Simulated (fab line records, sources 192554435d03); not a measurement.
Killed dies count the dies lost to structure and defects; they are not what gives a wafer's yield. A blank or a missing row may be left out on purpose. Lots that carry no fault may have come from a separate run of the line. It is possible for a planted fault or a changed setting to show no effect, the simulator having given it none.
Which tool was responsible?    flow n5 finfet    Sampling: 12 lots, 36 wafers, 3 of 1938 route steps

WHAT THE GAUGES SHOWED, per wafer
N5_BEOL_M8_CD_MEAS_35: target cd 40 nm.
lot   measured      on         cd nm (nm)
L074  day 10 11:10  cd sem-01  40.3 40.9 40.0
L077  day 11 06:35  cd sem-02  42.0 40.9 40.8
L080  day 11 06:11  cd sem-03  41.3 40.7 40.0
L081  day 12 11:58  cd sem-02  41.1 39.6 40.5
L083  day 13 00:25  cd sem-01  40.0 40.0 39.7
L086  day 14 05:36  cd sem-01  40.6 40.0 40.1
L088  day 14 08:38  cd sem-02  40.2 40.0 40.0
L089  day 14 20:04  cd sem-03  40.6 40.9 40.2
L091  day 15 03:26  cd sem-03  40.1 39.6 39.0
L092  day 15 13:55  cd sem-03  39.1 40.1 40.2
L094  day 15 13:50  cd sem-03  39.2 40.1 39.3
L097  day 17 11:59  cd sem-01  40.2 40.7 40.6

WHAT TOOL EACH LOT RAN ON (gives the tool, then ch and the chambers of the sampled wafers, and finally the start)
lot   N5_BEOL_M8_CURE_74             N5_BEOL_M8_VIA_ETCH_34
L074  uv cure-01 ch 2, day 10 03:11  rie diel-03 ch 1,2, day 10 10:44
L077  uv cure-03 ch 0, day 11 02:29  rie diel-01 ch 1,2,3, day 11 06:11
L080  uv cure-03 ch 0, day 11 03:12  rie diel-04 ch 0,2,3, day 11 05:47
L081  uv cure-02 ch 0, day 12 07:21  rie diel-04 ch 1,3, day 12 11:34
L083  uv cure-03 ch 0, day 12 18:56  rie diel-01 ch 0,2, day 13 00:01
L086  uv cure-03 ch 2, day 13 20:08  rie diel-01 ch 0,1,3, day 14 05:12
L088  uv cure-02 ch 1, day 14 05:15  rie diel-03 ch 0,3, day 14 08:14
L089  uv cure-01 ch 2, day 14 15:23  rie diel-03 ch 0,2,3, day 14 19:34
L091  uv cure-01 ch 1, day 14 22:08  rie diel-04 ch 0,3, day 15 03:02
L092  uv cure-03 ch 0, day 15 08:07  rie diel-03 ch 0,1, day 15 13:31
L094  uv cure-02 ch 0, day 15 09:34  rie diel-01 ch 0,2,3, day 15 13:26
L097  uv cure-01 ch 2, day 17 02:30  rie diel-03 ch 2,3, day 17 11:35
- N5_BEOL_M8_CURE_74: cures SiCOH lowk, time 240 s.
- N5_BEOL_M8_VIA_ETCH_34: etches SiCOH lowk in C4F6/O2, target depth 125.5 nm, time 50.5 s.

THE ANSWER, worked out from the rows above alone
Rule: the usual values come from the lots themselves. Put in order of their means at a reading, lots are off if they are a third of the lots or fewer, leave a main group of 4 or more, and stand apart from it by a gap of 3 or more times the standard deviation of the main group's means; of several such gaps the widest counts. The tables above print the reading to a certain number of digits; a main group whose means all agree to those digits is not used. Also off: a lot with no number at a reading for which 4 or more lots have one. Any other lot the step has rows for is counted as sound.
None of the lots is off at any reading shown; this tells nothing.

WHAT THE SIMULATOR HAD INSERTED
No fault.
